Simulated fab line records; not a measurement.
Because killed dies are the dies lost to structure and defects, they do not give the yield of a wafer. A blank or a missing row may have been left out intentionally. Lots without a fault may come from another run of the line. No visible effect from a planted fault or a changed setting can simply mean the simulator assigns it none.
fab line records | flow n5Finfet
record lots=10 | wafers=30 | lastDay=17
route steps=1938 shown BEOL_M0_SAQP@632 BEOL_M4@1111 PASSIVATION@1936
lots with no fault: from the same line, run without faults
startH: hours from the record's opening day to when the first of the lot's shown wafers began | waitH: how many hours have passed since the lot's step before this one | " identical to the entry in the row above | L1.1+2: several wafers, shown together as one row | - no value, or no start was given | * or withheld: withheld | < > ~ a bound
route shown NAME@n: a module of which the file shows steps, and the number in the route of the first | usual: the fault-free wafers' mean and standard deviation | same: alike in all rows | chamber/n: place in a boat | sites: each site's reading | _std_site: standard deviation of those values | _edge_site: inner sites' mean taken away from outer sites' mean | radiusMm: how far each site lies from the wafer's centre | mask NAME#n: copy n | behind: the tool/chamber that last shaped the wafer | hold: reason for holding the lot/hours on hold/outcome of the hold | device: which transistor (n, p or np) failed to switch | end of line: at the end of the route, the tests of the same wafers | a step without rows: its recipe alone | killed: count of dies lost to structure and defects at first sort (not the wafer's yield) | map: shows each die of a wafer: x if killed, . if not, _ if none is there
set.NAME: setting as actually run; set.NAME@STEP: the setting as run at that earlier step | model.NAME: the simulator's own value behind a step, which no gauge read
the route's steps for a sample of lots (tables are steps, rows are wafers)
services: when a tool's chamber went out of use (startH, in hours from the record's first day, below 0 if earlier), for how many hours, and the reason
## steps
# step N5_BEOL_M0_SAQP_PECVD_00
# recipe material=SiCN | targetThkA=80 | tempC=withheld | precursor=3MS/NH3 | pressureTorr=3 | rfW=202 | timeS=14
# usual showerheadPlenumPTorr=3.663/0.013 | throttleValvePct=9.0/0.55
lot.wafer | tool     | chamber | startH | waitH | showerheadPlenumPTorr | throttleValvePct
L583.2    | pecvd-03 | 0       | 124.77 | 0.2   | 3.672                 | 8.6
L583.5    | "        | 0       | "      | "     | 3.680                 | 8.9
L583.6    | "        | 2       | "      | "     | 3.675                 | 9.4
L584.1    | pecvd-04 | 0       | 125.07 | 0.2   | 3.682                 | 8.8
L584.2    | "        | 1       | "      | "     | 3.658                 | 8.2
L584.6    | "        | 1       | "      | "     | 3.654                 | 8.7
L585.3    | pecvd-01 | 0       | 125.07 | 0.1   | 3.675                 | 9.3
L585.5    | "        | 1       | "      | "     | 3.662                 | 10.2
L585.6    | "        | 0       | "      | "     | 3.671                 | 9.0
L587.1    | pecvd-01 | 2       | 127.77 | 0.2   | 3.657                 | 8.7
L587.2    | "        | 1       | "      | "     | 3.669                 | 10.4
L587.6    | "        | 2       | "      | "     | 3.647                 | 8.5
L588.1    | pecvd-03 | 0       | 139.09 | 0.2   | 3.673                 | 8.9
L588.4    | "        | 2       | "      | "     | 3.666                 | 9.7
L588.5    | "        | 0       | "      | "     | 3.686                 | 8.6
L591.2    | pecvd-04 | 0       | 157.97 | 0.2   | 3.677                 | 8.9
L591.5    | "        | 0       | "      | "     | 3.683                 | 8.7
L591.6    | "        | 1       | "      | "     | 3.650                 | 8.7
L593.1    | pecvd-01 | 2       | 166.16 | 0.2   | 3.651                 | 8.5
L593.3    | "        | 0       | "      | "     | 3.661                 | 9.2
L593.5    | "        | 2       | "      | "     | 3.656                 | 8.8
L594.3    | pecvd-04 | 0       | 184.04 | 0.1   | 3.686                 | 8.8
L594.4    | "        | 1       | "      | "     | 3.658                 | 8.6
L594.5    | "        | 0       | "      | "     | 3.669                 | 8.9
L596.2    | pecvd-01 | 1       | 187.01 | 0.2   | 3.663                 | 10.2
L596.4    | "        | 0       | "      | "     | 3.660                 | 9.1
L596.5    | "        | 2       | "      | "     | 3.648                 | 8.8
L605.2    | pecvd-04 | 2       | 238.05 | 0.2   | 3.653                 | 8.6
L605.3    | "        | 2       | "      | "     | 3.650                 | 8.4
L605.5    | "        | 2       | "      | "     | 3.646                 | 8.2
# step N5_BEOL_M0_SAQP_THK_MEAS_05
# usual thkNm=60.1/0.92
lot.wafer | tool         | chamber | startH | waitH | thkNm
L583.2    | filmMetro-01 | -       | 128.47 | 0.1   | 59.8
L583.5    | "            | -       | "      | "     | 60.5
L583.6    | "            | -       | "      | "     | 59.4
L585.3    | filmMetro-02 | -       | 128.60 | 0.1   | 60.5
L585.5    | "            | -       | "      | "     | 61.5
L585.6    | "            | -       | "      | "     | 61.7
L584.1    | filmMetro-02 | -       | 128.69 | 0.1   | 60.2
L584.2    | "            | -       | "      | "     | 59.3
L584.6    | "            | -       | "      | "     | 61.0
L587.1    | filmMetro-01 | -       | 128.92 | 0.1   | 59.1
L587.2    | "            | -       | "      | "     | 59.7
L587.6    | "            | -       | "      | "     | 59.8
L588.1    | filmMetro-01 | -       | 139.85 | 0.1   | 59.9
L588.4    | "            | -       | "      | "     | 60.5
L588.5    | "            | -       | "      | "     | 61.4
L591.2    | filmMetro-02 | -       | 161.65 | 0.1   | 59.0
L591.5    | "            | -       | "      | "     | 59.0
L591.6    | "            | -       | "      | "     | 59.7
L593.1    | filmMetro-02 | -       | 167.48 | 0.1   | 60.4
L593.3    | "            | -       | "      | "     | 59.7
L593.5    | "            | -       | "      | "     | 60.7
L594.3    | filmMetro-02 | -       | 185.64 | 0.1   | 59.9
L594.4    | "            | -       | "      | "     | 60.6
L594.5    | "            | -       | "      | "     | 60.4
L596.2    | filmMetro-01 | -       | 190.75 | 0.1   | 58.6
L596.4    | "            | -       | "      | "     | 60.0
L596.5    | "            | -       | "      | "     | 59.2
L605.2    | filmMetro-01 | -       | 241.90 | 0.1   | 60.1
L605.3    | "            | -       | "      | "     | 61.6
L605.5    | "            | -       | "      | "     | 60.8
# step N5_BEOL_M0_SAQP_STRIP_86
# recipe chemistry=N2/H2 | powerW=500 | tempC=40 | pressureMtorr=50 | rfFrequencyHz=6e+07 | overashFraction=0.3 | biasPowerW=28 | h2Frac=0.5 | n2FlowSccm=300 | h2FlowSccm=300
# usual biasPowerW=28.00/0.082 | chamberPressureMTorr=50.01/0.067 | drypumpMotorCurrentA=5.8/0.53 | oesProductAu=0.75/0.056 | rfVppV=121.8/1.5 | showerheadPlenumPTorr=3.33/0.1 | throttleValvePct=18.9/0.3
lot.wafer | tool       | chamber | startH | waitH | biasPowerW | chamberPressureMTorr | drypumpMotorCurrentA | oesProductAu | rfHoursCounterH | rfVppV | showerheadPlenumPTorr | throttleValvePct
L583.2    | rieDiel-03 | 3       | 129.48 | 0.1   | 28.06      | 50.20                | 5.8                  | 0.79         | 83              | 122.6  | 3.41                  | 19.0
L583.5    | "          | 3       | "      | "     | 28.01      | 49.98                | 5.8                  | 0.80         | -               | 121.8  | 3.41                  | 18.9
L583.6    | "          | 0       | "      | "     | 28.07      | 49.94                | 5.2                  | 0.70         | -               | 123.4  | 3.31                  | 19.2
L585.3    | rieDiel-02 | 2       | 129.64 | 0.1   | 27.83      | 49.94                | 4.7                  | 0.68         | 247             | 120.6  | 3.43                  | 19.1
L585.5    | "          | 1       | "      | "     | 27.95      | 49.99                | 6.6                  | 0.70         | -               | 121.1  | 3.49                  | 19.2
L585.6    | "          | 2       | "      | "     | 28.12      | 50.02                | 4.7                  | 0.68         | -               | 122.1  | 3.43                  | 19.1
L584.1    | rieDiel-03 | 3       | 129.80 | 0.1   | 28.04      | 50.03                | 5.8                  | 0.81         | 83              | 122.8  | 3.41                  | 18.9
L584.2    | "          | 2       | "      | "     | 27.90      | 50.15                | 5.6                  | 0.75         | 189             | 121.7  | 3.31                  | 19.1
L584.6    | "          | 3       | "      | "     | 27.96      | 50.09                | 5.8                  | 0.79         | -               | 122.3  | 3.41                  | 19.0
L587.1    | rieDiel-02 | 1       | 130.22 | 0.1   | 27.96      | 49.90                | 6.6                  | 0.71         | 184             | 123.4  | 3.49                  | 19.1
L587.2    | "          | 2       | "      | "     | 27.92      | 49.98                | 4.7                  | 0.68         | 247             | 122.5  | 3.43                  | 19.1
L587.6    | "          | 3       | "      | "     | 27.99      | 49.99                | 6.6                  | 0.89         | -               | 122.2  | 3.27                  | 18.3
L588.1    | rieDiel-02 | 1       | 140.68 | 0.1   | 27.87      | 49.96                | 6.6                  | 0.71         | 187             | 120.2  | 3.49                  | 19.2
L588.4    | "          | 1       | "      | "     | 27.94      | 49.97                | 6.6                  | 0.71         | -               | 122.5  | 3.49                  | 19.2
L588.5    | "          | 3       | "      | "     | 27.89      | 49.94                | 6.6                  | 0.89         | -               | 120.7  | 3.27                  | 18.3
L591.2    | rieDiel-02 | 1       | 162.62 | 0.1   | 27.99      | 50.04                | 6.6                  | 0.70         | 195             | 123.3  | 3.49                  | 19.2
L591.5    | "          | 0       | "      | "     | 27.90      | 50.07                | 5.8                  | 0.70         | -               | 124.5  | 3.48                  | 19.7
L591.6    | "          | 3       | "      | "     | 28.09      | 49.98                | 6.7                  | 0.88         | -               | 120.9  | 3.26                  | 18.3
L593.1    | rieDiel-04 | 0       | 168.43 | 0.1   | 27.94      | 50.08                | 5.9                  | 0.75         | 127             | 122.4  | 3.13                  | 18.8
L593.3    | "          | 2       | "      | "     | 27.94      | 50.11                | 5.2                  | 0.76         | 144             | 120.8  | 3.35                  | 18.9
L593.5    | "          | 3       | "      | "     | 28.07      | 49.98                | 6.3                  | 0.73         | -               | 122.0  | 3.32                  | 18.8
L594.3    | rieDiel-03 | 2       | 186.58 | 0.1   | -          | -                    | -                    | -            | -               | -      | -                     | -
L594.4    | "          | 1       | "      | "     | -          | -                    | -                    | -            | -               | -      | -                     | -
L594.5    | "          | 2       | "      | "     | -          | -                    | -                    | -            | -               | -      | -                     | -
L596.2    | rieDiel-04 | 2       | 191.87 | 0.1   | -          | -                    | -                    | -            | -               | -      | -                     | -
L596.4    | "          | 3       | "      | "     | -          | -                    | -                    | -            | -               | -      | -                     | -
L596.5    | "          | 2       | "      | "     | -          | -                    | -                    | -            | -               | -      | -                     | -
L605.2    | rieDiel-03 | 2       | 242.84 | 0.1   | 28.01      | 50.03                | 5.7                  | 0.70         | 221             | 121.5  | 3.30                  | 19.2
L605.3    | "          | 3       | "      | "     | 27.85      | 50.01                | 5.8                  | 0.77         | 113             | 123.1  | 3.40                  | 19.0
L605.5    | "          | 3       | "      | "     | 27.89      | 50.00                | 5.8                  | 0.76         | -               | 124.5  | 3.40                  | 19.0
# step N5_BEOL_M0_SAQP_RECESS_109
# recipe chemistry=HF/NH3 | target=SiO2 | targetDepthA=30 | afsCycles=1 | tempC=30 | sublimationTempC=180 | sublimationTimeS=60
# usual drypumpMotorCurrentA=5.6/0.44
lot.wafer | tool         | chamber | startH | waitH | drypumpMotorCurrentA
L583.2    | vaporEtch-01 | 0       | 132.38 | 0.1   | 5.2
L583.5    | "            | 0       | "      | "     | 5.2
L583.6    | "            | 1       | "      | "     | 6.2
L585.3    | vaporEtch-02 | 1       | 132.98 | 0.1   | 5.2
L585.5    | "            | 1       | "      | "     | 5.2
L585.6    | "            | 0       | "      | "     | 5.7
L584.1    | vaporEtch-01 | 0       | 133.35 | 0.2   | 5.2
L584.2    | "            | 1       | "      | "     | 6.2
L584.6    | "            | 1       | "      | "     | 6.2
L587.1    | vaporEtch-01 | 0       | 133.76 | 0.0   | 5.2
L587.2    | "            | 1       | "      | "     | 6.2
L587.6    | "            | 1       | "      | "     | 6.2
L588.1    | vaporEtch-02 | 0       | 142.80 | 0.0   | 5.7
L588.4    | "            | 1       | "      | "     | 5.2
L588.5    | "            | 1       | "      | "     | 5.2
L591.2    | vaporEtch-02 | 1       | 164.72 | 0.0   | 5.1
L591.5    | "            | 1       | "      | "     | 5.1
L591.6    | "            | 0       | "      | "     | 5.7
L593.1    | vaporEtch-02 | 0       | 170.48 | 0.0   | 5.6
L593.3    | "            | 1       | "      | "     | 5.1
L593.5    | "            | 0       | "      | "     | 5.7
L594.3    | vaporEtch-01 | 1       | 188.68 | -     | 6.3
L594.4    | "            | 0       | "      | "     | 5.2
L594.5    | "            | 1       | "      | "     | 6.2
L596.2    | vaporEtch-01 | 1       | 194.46 | -     | 6.2
L596.4    | "            | 0       | "      | "     | 5.2
L596.5    | "            | 1       | "      | "     | 6.2
L605.2    | vaporEtch-02 | 1       | 245.80 | 0.0   | 5.1
L605.3    | "            | 0       | "      | "     | 5.7
L605.5    | "            | 1       | "      | "     | 5.1
# step N5_BEOL_M4_RC_MEAS_101
# usual DIBL_N=36.5/2 | DIBL_P=36.5/2.3 | IOFF_N=0.16/0.036 | IOFF_P=0.21/0.037 | ION_N=672/12 | ION_P=459/7.1 | SS_N=71.6/0.73 | SS_P=73.4/0.76 | VT_N=250/3.3 | VT_P=-250.5/2.9
lot.wafer | tool      | chamber | startH | waitH | DIBL_N[mV/V] | DIBL_P[mV/V] | IOFF_N[nA/um] | IOFF_P[nA/um] | ION_N[uA/um] | ION_P[uA/um] | SS_N[mV/dec] | SS_P[mV/dec] | VT_N[mV] | VT_P[mV]
L583.2    | prober-02 | 0       | 182.99 | 0.2   | 31.8         | 34.0         | 0.12          | 0.17          | 671          | 462          | 71.2         | 72.4         | 252      | -250.3
L583.5    | "         | 0       | "      | "     | 33.0         | 34.7         | 0.13          | 0.17          | 659          | 450          | 70.6         | 72.4         | 254      | -253.8
L583.6    | "         | 0       | "      | "     | 34.4         | 37.4         | 0.16          | 0.20          | 675          | 461          | 70.9         | 73.5         | 250      | -249.8
L585.3    | prober-01 | 0       | 186.54 | 0.3   | 36.6         | 33.7         | 0.13          | 0.17          | 661          | 458          | 71.9         | 72.1         | 251      | -253.6
L585.5    | "         | 0       | "      | "     | 36.1         | 33.6         | 0.13          | 0.18          | 668          | 455          | 70.7         | 72.0         | 251      | -250.0
L585.6    | "         | 0       | "      | "     | 38.4         | 36.9         | 0.17          | 0.22          | 687          | 471          | 72.0         | 73.1         | 245      | -247.1
L584.1    | prober-02 | 0       | 191.31 | 0.0   | 37.5         | 37.7         | 0.16          | 0.22          | 672          | 459          | 71.8         | 74.5         | 248      | -247.8
L584.2    | "         | 0       | "      | "     | 39.7         | 40.1         | 0.20          | 0.25          | 676          | 464          | 72.6         | 74.9         | 248      | -246.5
L584.6    | "         | 0       | "      | "     | 38.2         | 38.4         | 0.17          | 0.23          | 673          | 461          | 72.1         | 74.8         | 250      | -249.2
L588.1    | prober-01 | 0       | 194.93 | 0.0   | 32.9         | 33.3         | 0.11          | 0.17          | 671          | 465          | 70.6         | 72.2         | 253      | -255.8
L588.4    | "         | 0       | "      | "     | 36.0         | 36.4         | 0.15          | 0.21          | 682          | 468          | 70.7         | 73.5         | 249      | -247.8
L588.5    | "         | 0       | "      | "     | 31.2         | 31.0         | 0.10          | 0.14          | 672          | 465          | 69.7         | 72.0         | 257      | -254.7
L587.1    | prober-01 | 0       | 199.42 | 0.0   | 40.0         | 39.5         | 0.23          | 0.28          | 695          | 472          | 72.2         | 74.4         | 246      | -246.4
L587.2    | "         | 0       | "      | "     | 40.9         | 41.1         | 0.25          | 0.32          | 679          | 457          | 72.4         | 74.7         | 245      | -248.5
L587.6    | "         | 0       | "      | "     | 35.9         | 34.9         | 0.14          | 0.19          | 657          | 451          | 71.0         | 73.1         | 251      | -251.8
L591.2    | prober-01 | 0       | 227.04 | 0.2   | 36.7         | 35.7         | 0.15          | 0.18          | 670          | 459          | 70.9         | 73.6         | 249      | -253.0
L591.5    | "         | 0       | "      | "     | 34.2         | 33.3         | 0.12          | 0.16          | 660          | 451          | 70.6         | 72.8         | 252      | -255.4
L591.6    | "         | 0       | "      | "     | 36.2         | 34.4         | 0.14          | 0.17          | 665          | 450          | 70.7         | 73.2         | 250      | -252.7
L593.1    | prober-01 | 0       | 229.86 | 0.0   | 34.3         | 35.4         | 0.13          | 0.20          | 664          | 462          | 71.3         | 72.5         | 253      | -249.4
L593.3    | "         | 0       | "      | "     | 33.8         | 33.2         | 0.11          | 0.16          | 630          | 439          | 72.2         | 72.7         | 259      | -255.7
L593.5    | "         | 0       | "      | "     | 31.9         | 32.0         | 0.10          | 0.16          | 658          | 459          | 71.1         | 72.3         | 255      | -251.8
L605.2    | prober-01 | 0       | 309.41 | 0.2   | 38.1         | 41.2         | 0.24          | 0.30          | 691          | 474          | 72.1         | 73.9         | 243      | -243.0
L605.3    | "         | 0       | "      | "     | 37.5         | 39.5         | 0.21          | 0.26          | 684          | 467          | 71.8         | 74.3         | 248      | -246.6
L605.5    | "         | 0       | "      | "     | 37.7         | 39.4         | 0.21          | 0.26          | 661          | 449          | 72.3         | 74.0         | 247      | -245.4
# step N5_PASSIVATION_PROBE_49
# usual defectLimitedYield=91.4/1.4 | killed_at_M0_to_M3=33/11 | killed_at_M4_up=13/5.3 | killedAtContacts=13/6.1 | killedAtFrontEnd=40/11 | killedAtOther=2.9/2.7 | killedDies=102/17 | killedOnRim=14/4.2 | killedOpen=68/13 | killedShort=32/7.5 | sort_bin_5_function=5.1/0.98 | sort_bin_6_memory=3.2/0.69 | sort_bin_8_speed=0.1/1.1 | sortNPass=1077/21 | sortYieldPct=91.3/1.7
# same grossDies=1180 | killedAtBackSide=0 | sort_bin_4_leakage[%]=0
lot.wafer | tool      | chamber | startH | waitH | defectLimitedYield[%] | killed_at_M0_to_M3 | killed_at_M4_up | killedAtContacts | killedAtFrontEnd | killedAtOther | killedDies | killedOnRim | killedOpen | killedShort | sort_bin_5_function[%] | sort_bin_6_memory[%] | sort_bin_8_speed[%] | sortNPass | sortYieldPct[%]
L591.2    | prober-02 | -       | 350.64 | 0.1   | 91.9                  | 36                 | 19              | 9                | 31               | 1             | 96         | 10          | 69         | 26          | 4.2                    | 3.6                  | 0                   | 1084      | 91.9
L591.5    | prober-02 | -       | 350.79 | 0.2   | 92.6                  | 23                 | 11              | 7                | 42               | 4             | 87         | 2           | 60         | 27          | 4.2                    | 3.0                  | 0                   | 1093      | 92.6
L591.6    | prober-02 | -       | 350.84 | 0.3   | 88.1                  | 44                 | 14              | 11               | 71               | 1             | 141        | 23          | 92         | 49          | 6.4                    | 4.8                  | 0                   | 1039      | 88.1
L596.2    | prober-01 | -       | 373.97 | 0.1   | 0                     | 1106               | 11              | 9                | 53               | 1             | 1180       | 152         | 62         | 35          | 96.5                   | 3.1                  | 0                   | 0         | 0
L596.4    | prober-01 | -       | 374.07 | 0.2   | 0                     | 1105               | 13              | 9                | 51               | 2             | 1180       | 152         | 66         | 38          | 95.9                   | 3.9                  | 0                   | 0         | 0
L596.5    | prober-01 | -       | 374.12 | 0.2   | 0                     | 1103               | 6               | 21               | 49               | 1             | 1180       | 152         | 77         | 32          | 95.9                   | 3.7                  | 0                   | 0         | 0
L594.3    | prober-02 | -       | 390.38 | 0.1   | 0                     | 1118               | 11              | 10               | 28               | 13            | 1180       | 152         | 66         | 32          | 96.2                   | 3.3                  | 0                   | 0         | 0
L594.4    | prober-02 | -       | 390.43 | 0.2   | 0                     | 1120               | 7               | 13               | 36               | 4             | 1180       | 152         | 57         | 31          | 96.4                   | 3.2                  | 0                   | 0         | 0
L594.5    | prober-02 | -       | 390.48 | 0.2   | 0                     | 1111               | 12              | 10               | 42               | 5             | 1180       | 152         | 75         | 30          | 96.1                   | 3.5                  | 0                   | 0         | 0
# killed by level:class
L591.2 BEOL_M4:geometricParticle:open=11 BEOL_M0_SAQP:geometricParticle:open=10 STI_FIN_REVEAL:geometricParticle:open=9 MOL_CONTACT_COAG:geometricParticle:open=8 BEOL_M0_SAQP:geometricParticle:short=7 BEOL_M3:geometricParticle:open=7 FIN_SAQP:geometricParticle:open=4 GATE_CUT:geometricParticle:short=4
L591.5 STI_FIN_REVEAL:geometricParticle:open=14 BEOL_M3:geometricParticle:open=9 FIN_SAQP:geometricParticle:short=8 MOL_CONTACT_COAG:geometricParticle:open=6 BEOL_M1:geometricParticle:open=5 BEOL_M4:geometricParticle:open=5 FIN_SAQP:geometricParticle:open=4 BEOL_M0_SAQP:geometricParticle:short=4
L591.6 STI_FIN_REVEAL:geometricParticle:open=18 FIN_SAQP:geometricParticle:open=15 FIN_SAQP:geometricParticle:short=15 BEOL_M2:geometricParticle:open=10 BEOL_M0_SAQP:geometricParticle:open=9 MOL_CONTACT_COAG:geometricParticle:open=8 BEOL_M0_SAQP:geometricParticle:short=8 BEOL_M3:geometricParticle:open=8
L596.2 BEOL_M0_SAQP:areaAld=862 BEOL_M0_SAQP:areaRemove=221 FIN_SAQP:geometricParticle:short=23 FIN_SAQP:geometricParticle:open=16 BEOL_M3:geometricParticle:open=9 STI_FIN_REVEAL:geometricParticle:open=6 MOL_CONTACT_COAG:geometricParticle:open=6 BEOL_M1:geometricParticle:open=4
L596.4 BEOL_M0_SAQP:areaAld=862 BEOL_M0_SAQP:areaRemove=214 BEOL_M3:geometricParticle:open=10 FIN_SAQP:geometricParticle:short=9 FIN_SAQP:geometricParticle:open=8 MOL_CONTACT_COAG:geometricParticle:open=8 STI_FIN_REVEAL:geometricParticle:open=6 STARTING-WAFER:geometricParticle:open=6
L596.5 BEOL_M0_SAQP:areaAld=860 BEOL_M0_SAQP:areaRemove=211 FIN_SAQP:geometricParticle:open=21 MOL_CONTACT_COAG:geometricParticle:open=18 BEOL_M3:geometricParticle:open=9 FIN_SAQP:geometricParticle:short=8 BEOL_M1:geometricParticle:open=5 DUMMY_GATE:geometricParticle:open=4
L594.3 BEOL_M0_SAQP:areaAld=849 BEOL_M0_SAQP:areaRemove=233 BEOL_M0_SAQP:geometricParticle:open=11 BEOL_M0_SAQP:geometricParticle:short=10 MOL_CONTACT_COAG:geometricParticle:open=9 STARTING-WAFER:geometricParticle:short=7 FIN_SAQP:geometricParticle:open=6 BEOL_M2:geometricParticle:open=6
L594.4 BEOL_M0_SAQP:areaAld=859 BEOL_M0_SAQP:areaRemove=233 BEOL_M2:geometricParticle:open=12 FIN_SAQP:geometricParticle:open=11 MOL_CONTACT_COAG:geometricParticle:open=10 GATE_CUT:geometricParticle:short=8 BEOL_M0_SAQP:geometricParticle:open=4 BEOL_M0_SAQP:geometricParticle:short=4
L594.5 BEOL_M0_SAQP:areaAld=871 BEOL_M0_SAQP:areaRemove=201 FIN_SAQP:geometricParticle:open=12 MOL_CONTACT_COAG:geometricParticle:open=9 BEOL_M4:geometricParticle:open=9 FIN_SAQP:geometricParticle:short=8 BEOL_M2:geometricParticle:open=8 BEOL_M0_SAQP:geometricParticle:open=7
## services
tool         | chamber | startH | hours | kind
vaporEtch-01 | -       | 102.10 | 1.6   | repair
pecvd-03     | 2       | 132.33 | 2.1   | scheduledDown
rieDiel-03   | 3       | 133.54 | 12.3  | repair
rieDiel-02   | 2       | 139.95 | -     | clean
rieDiel-02   | 2       | 139.95 | -     | consumableReplace:focusRing
rieDiel-02   | 2       | 139.95 | 34.7  | scheduledDown
rieDiel-02   | 2       | 139.95 | 34.7  | ventCycle
rieDiel-03   | 2       | 143.43 | 10.1  | repair
pecvd-04     | 2       | 178.58 | 5.0   | scheduledDown
pecvd-04     | 2       | 183.58 | -     | clean
pecvd-04     | 2       | 183.58 | -     | consumableReplace:showerhead
pecvd-04     | 2       | 183.58 | 29.0  | scheduledDown
pecvd-04     | 2       | 183.58 | 29.0  | ventCycle
pecvd-03     | 0       | 191.30 | 24.5  | repair
pecvd-03     | -       | 203.51 | 6.0   | pm
rieDiel-04   | 1       | 209.51 | 16.5  | repair
pecvd-01     | 0       | 214.42 | 5.7   | repair
pecvd-03     | -       | 225.10 | 5.1   | repair
pecvd-04     | 0       | 237.60 | 2.1   | scheduledDown
rieDiel-02   | 0       | 238.33 | 5.8   | repair
rieDiel-03   | 0       | 241.10 | -     | clean
rieDiel-03   | 0       | 241.10 | -     | consumableReplace:focusRing
rieDiel-03   | 0       | 241.10 | 13.3  | scheduledDown
rieDiel-03   | 0       | 241.10 | 13.3  | ventCycle
## key
firstSign step=N5_BEOL_M0_SAQP_STRIP_86 | reading=toolRecord | direction=missing
effect step=N5_PASSIVATION_PROBE_49 | reading=killed_at_M0_to_M3 | direction=up | sigmas=99+ | usual=33 | struck=1110
moreKillsBornAt N5_BEOL_M0_SAQP_SPACER1_ALD_98@aldSin-04=2584 | N5_BEOL_M0_SAQP_SPACER1_ALD_98@aldSin-02=2579 | N5_BEOL_M0_SAQP_MANDREL1_REMOVE_100@rieSi-04=1313
metAt N5_BEOL_M0_SAQP_STRIP_86
struckLots L594,L596
laterRowsLeftOut L594.3,L594.4,L594.5,L596.2,L596.4,L596.5
notActingAt N5_BEOL_M0_SAQP_PECVD_00,N5_BEOL_M0_SAQP_THK_MEAS_05,N5_BEOL_M0_SAQP_RECESS_109
onsetBetween 168.43 186.58
fault kind=skippedStepWhole | tool=rieDiel-03,rieDiel-04 | chamber=- | onsetH=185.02 | steps=N5_BEOL_M0_SAQP_STRIP_86 | scope=struckLotsOnly
# laterRowsLeftOut: the simulator's readings of these wafers behind a module that went badly wrong aren't trusted and aren't shown, but for the sort
